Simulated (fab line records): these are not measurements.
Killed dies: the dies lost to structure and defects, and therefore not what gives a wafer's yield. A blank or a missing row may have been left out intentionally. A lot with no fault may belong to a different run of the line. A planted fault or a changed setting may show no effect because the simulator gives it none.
Split-lot trial / flow n5 finfet / 39 wafers read across 7 lots, on a route 1938 steps long

## ON THE SPLIT
At N5_BEOL_M0_SAQP_SPACER1_ALD_98 (deposits SiO2, target thk 12.8 nm, pulse time 1 s, purge time 2 s), the setting ald cycles was moved away from the recipe's 138 on 12 of the 39 wafers read, by -53.6% to +52.2%. The other wafers ran this setting at the recipe's value.

## FROM THE SPLIT TO THE READING: what the file shows between them, 2 steps
- N5_BEOL_M0_SAQP_SPACER1_ETCHBACK_99: etches SiO2 in CHF3/O2, target depth 15.4 nm, time 7.7 s
- N5_BEOL_M0_SAQP_MANDREL1_REMOVE_100: chemistry HBr/Cl2/O2, target a-Si, stops on SiNx, bt time 10 s

## THE READING
cd nm at N5_BEOL_M0_SAQP_CD_MEAS_25, given in nm (cd target 13.1 nm). Fault-free wafers of this fab line usually give 12.77 nm, standard deviation 0.22 nm.

wafer=L078.1; tool, chamber at the split=ald sin-03, 2,3,2; ald cycles as run=64; against the recipe=-53.6%; cd nm, nm=5.36; against lot-mates on the recipe=-7.23
wafer=L078.2; tool, chamber at the split=ald sin-03, 1,3; ald cycles as run=138; against the recipe=recipe; cd nm, nm=12.58; against lot-mates on the recipe=-
wafer=L078.3; tool, chamber at the split=ald sin-03, 2,3,2; ald cycles as run=64; against the recipe=-53.6%; cd nm, nm=5.67; against lot-mates on the recipe=-6.92
wafer=L078.4; tool, chamber at the split=ald sin-03, 0; ald cycles as run=138; against the recipe=recipe; cd nm, nm=12.18; against lot-mates on the recipe=-
wafer=L078.5; tool, chamber at the split=ald sin-03, 1,3; ald cycles as run=138; against the recipe=recipe; cd nm, nm=13.00; against lot-mates on the recipe=-
wafer=L078.6; tool, chamber at the split=ald sin-03, 2,3,2; ald cycles as run=64; against the recipe=-53.6%; cd nm, nm=6.11; against lot-mates on the recipe=-6.48
wafer=L083.1; tool, chamber at the split=ald sin-02, 1,3,0; ald cycles as run=83; against the recipe=-39.9%; cd nm, nm=7.69; against lot-mates on the recipe=-5.29
wafer=L083.2; tool, chamber at the split=ald sin-02, 0; ald cycles as run=138; against the recipe=recipe; cd nm, nm=13.30; against lot-mates on the recipe=-
wafer=L083.3; tool, chamber at the split=ald sin-02, 3,2; ald cycles as run=138; against the recipe=recipe; cd nm, nm=13.05; against lot-mates on the recipe=-
wafer=L083.4; tool, chamber at the split=ald sin-02, 3,2; ald cycles as run=138; against the recipe=recipe; cd nm, nm=12.58; against lot-mates on the recipe=-
wafer=L083.5; tool, chamber at the split=ald sin-02, 1,3,0; ald cycles as run=83; against the recipe=-39.9%; cd nm, nm=7.64; against lot-mates on the recipe=-5.34
wafer=L083.6; tool, chamber at the split=ald sin-02, 1,3,0; ald cycles as run=83; against the recipe=-39.9%; cd nm, nm=7.75; against lot-mates on the recipe=-5.23
wafer=L085.1; tool, chamber at the split=ald sin-04, 2,1,0,3,2,3; ald cycles as run=138; against the recipe=recipe; cd nm, nm=13.02; against lot-mates on the recipe=-
wafer=L085.2; tool, chamber at the split=ald sin-04, 2,1,0,3,2,3; ald cycles as run=138; against the recipe=recipe; cd nm, nm=12.69; against lot-mates on the recipe=-
wafer=L085.3; tool, chamber at the split=ald sin-04, 2,1,0,3,2,3; ald cycles as run=138; against the recipe=recipe; cd nm, nm=12.86; against lot-mates on the recipe=-
wafer=L085.4; tool, chamber at the split=ald sin-04, 2,1,0,3,2,3; ald cycles as run=138; against the recipe=recipe; cd nm, nm=12.97; against lot-mates on the recipe=-
wafer=L085.5; tool, chamber at the split=ald sin-04, 2,1,0,3,2,3; ald cycles as run=138; against the recipe=recipe; cd nm, nm=13.24; against lot-mates on the recipe=-
wafer=L085.6; tool, chamber at the split=ald sin-04, 2,1,0,3,2,3; ald cycles as run=138; against the recipe=recipe; cd nm, nm=12.69; against lot-mates on the recipe=-
wafer=L087.1; tool, chamber at the split=ald sin-02, 1,3; ald cycles as run=198; against the recipe=+43.5%; cd nm, nm=18.36; against lot-mates on the recipe=+5.59
wafer=L087.2; tool, chamber at the split=ald sin-02, 0,3; ald cycles as run=138; against the recipe=recipe; cd nm, nm=12.82; against lot-mates on the recipe=-
wafer=L087.3; tool, chamber at the split=ald sin-02, 0,3; ald cycles as run=138; against the recipe=recipe; cd nm, nm=12.72; against lot-mates on the recipe=-
wafer=L087.4; tool, chamber at the split=ald sin-02, 2; ald cycles as run=138; against the recipe=recipe; cd nm, nm=12.78; against lot-mates on the recipe=-
wafer=L087.5; tool, chamber at the split=ald sin-02, 1,3; ald cycles as run=198; against the recipe=+43.5%; cd nm, nm=18.29; against lot-mates on the recipe=+5.52
wafer=L087.6; tool, chamber at the split=ald sin-02, 2; ald cycles as run=198; against the recipe=+43.5%; cd nm, nm=18.31; against lot-mates on the recipe=+5.54
wafer=L091.2; tool, chamber at the split=ald sin-02, 1,0,3; ald cycles as run=138; against the recipe=recipe; cd nm, nm=12.83; against lot-mates on the recipe=-
wafer=L091.3; tool, chamber at the split=ald sin-02, 1,0,3; ald cycles as run=138; against the recipe=recipe; cd nm, nm=12.75; against lot-mates on the recipe=-
wafer=L091.5; tool, chamber at the split=ald sin-02, 1,0,3; ald cycles as run=138; against the recipe=recipe; cd nm, nm=12.54; against lot-mates on the recipe=-
wafer=L096.1; tool, chamber at the split=ald sin-02, 0,2,3,1,3,0; ald cycles as run=138; against the recipe=recipe; cd nm, nm=12.86; against lot-mates on the recipe=-
wafer=L096.2; tool, chamber at the split=ald sin-02, 0,2,3,1,3,0; ald cycles as run=138; against the recipe=recipe; cd nm, nm=12.58; against lot-mates on the recipe=-
wafer=L096.3; tool, chamber at the split=ald sin-02, 0,2,3,1,3,0; ald cycles as run=138; against the recipe=recipe; cd nm, nm=12.36; against lot-mates on the recipe=-
wafer=L096.4; tool, chamber at the split=ald sin-02, 0,2,3,1,3,0; ald cycles as run=138; against the recipe=recipe; cd nm, nm=12.74; against lot-mates on the recipe=-
wafer=L096.5; tool, chamber at the split=ald sin-02, 0,2,3,1,3,0; ald cycles as run=138; against the recipe=recipe; cd nm, nm=12.75; against lot-mates on the recipe=-
wafer=L096.6; tool, chamber at the split=ald sin-02, 0,2,3,1,3,0; ald cycles as run=138; against the recipe=recipe; cd nm, nm=12.91; against lot-mates on the recipe=-
wafer=L097.1; tool, chamber at the split=ald sin-03, 3,0,0; ald cycles as run=138; against the recipe=recipe; cd nm, nm=13.10; against lot-mates on the recipe=-
wafer=L097.2; tool, chamber at the split=ald sin-03, 1,2,3; ald cycles as run=210; against the recipe=+52.2%; cd nm, nm=19.25; against lot-mates on the recipe=+6.43
wafer=L097.3; tool, chamber at the split=ald sin-03, 3,0,0; ald cycles as run=138; against the recipe=recipe; cd nm, nm=12.74; against lot-mates on the recipe=-
wafer=L097.4; tool, chamber at the split=ald sin-03, 1,2,3; ald cycles as run=210; against the recipe=+52.2%; cd nm, nm=19.23; against lot-mates on the recipe=+6.41
wafer=L097.5; tool, chamber at the split=ald sin-03, 1,2,3; ald cycles as run=210; against the recipe=+52.2%; cd nm, nm=19.38; against lot-mates on the recipe=+6.56
wafer=L097.6; tool, chamber at the split=ald sin-03, 3,0,0; ald cycles as run=138; against the recipe=recipe; cd nm, nm=12.62; against lot-mates on the recipe=-
When a row names more than one chamber, that row covers several wafers, and the file does not tell which wafer ran in which chamber.

THE FIT
A straight line over all 39 wafers: cd nm changes by +0.128 nm for each +1% of ald cycles; r = +1.00; the points scatter about the line by 0.24 nm.
The same after taking each lot's own level away (the mean of its wafers on the recipe; 39 wafers): +0.128 nm for each +1%; r = +1.00; scatter 0.21 nm.
That fit puts the effect of the largest move of ald cycles on the reading at 6.8 nm.
The span of the lots' own levels, 12.587 to 12.977 nm, comes to 1.8 times the standard deviation stated above.
The two slopes agree, so the slope changes little with the lot-to-lot level.
Check: -6.82 nm against its lot-mates is what the line predicts for one of the wafers moved furthest among these (-53.6%) when that wafer is left out of the fit. Against them it came out at -7.23 nm.

## FURTHER SPLITS ON THESE WAFERS
Before the reading, these wafers also passed through other splits. Each is held against what the fit with the lots' levels taken away leaves over:
other split on the same wafers=N5_FIN_CUT_CUT_ETCH_26 time s; wafers away from the commonest value=12; r with cd nm (lot level and that fit taken away)=+0.05
other split on the same wafers=N5_STI_FIN_REVEAL_ETCHBACK_08 time s; wafers away from the commonest value=12; r with cd nm (lot level and that fit taken away)=-0.21
other split on the same wafers=N5_HKMG_FIN_HK_ALD_01 ald cycles; wafers away from the commonest value=15; r with cd nm (lot level and that fit taken away)=+0.07
other split on the same wafers=N5_MOL_CONTACT_COAG_ALD_27 time s; wafers away from the commonest value=18; r with cd nm (lot level and that fit taken away)=+0.04

## THE WHOLE CHAIN: every reading that the file lists as answering this split, in the file's order
step=N5_BEOL_M0_SAQP_SPACER1_ALD_98; what it does=deposits SiO2, target thk 12.8 nm, pulse time 1 s, purge time 2 s; reading=SiO2_of_BEOL_M0_SAQP_SPACER1_ALD_98.thk nm (the simulator's own value, which no gauge read); change (the file's fit)=+0.126 nm for each +1% of the setting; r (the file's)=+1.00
step=N5_BEOL_M0_SAQP_MANDREL1_REMOVE_100; what it does=chemistry HBr/Cl2/O2, target a-Si, stops on SiNx, bt time 10 s; reading=SiO2_of_BEOL_M0_SAQP_SPACER1_ALD_98.thk nm (the simulator's own value, which no gauge read); change (the file's fit)=+0.109 nm for each +1% of the setting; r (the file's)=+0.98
step=N5_BEOL_M0_SAQP_MANDREL1_REMOVE_100; what it does=chemistry HBr/Cl2/O2, target a-Si, stops on SiNx, bt time 10 s; reading=BEOL_M0_SAQP.cd nm (the simulator's own value, which no gauge read); change (the file's fit)=+0.128 nm for each +1% of the setting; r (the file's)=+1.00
step=N5_BEOL_M0_SAQP_CD_MEAS_25; what it does=target cd 13.1 nm; reading=cd nm; change (the file's fit)=+0.128 nm for each +1% of the setting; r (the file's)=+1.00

## THE FILE'S OWN FIT
cd nm changes by +0.128 nm for each +1% of ald cycles, r = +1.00.
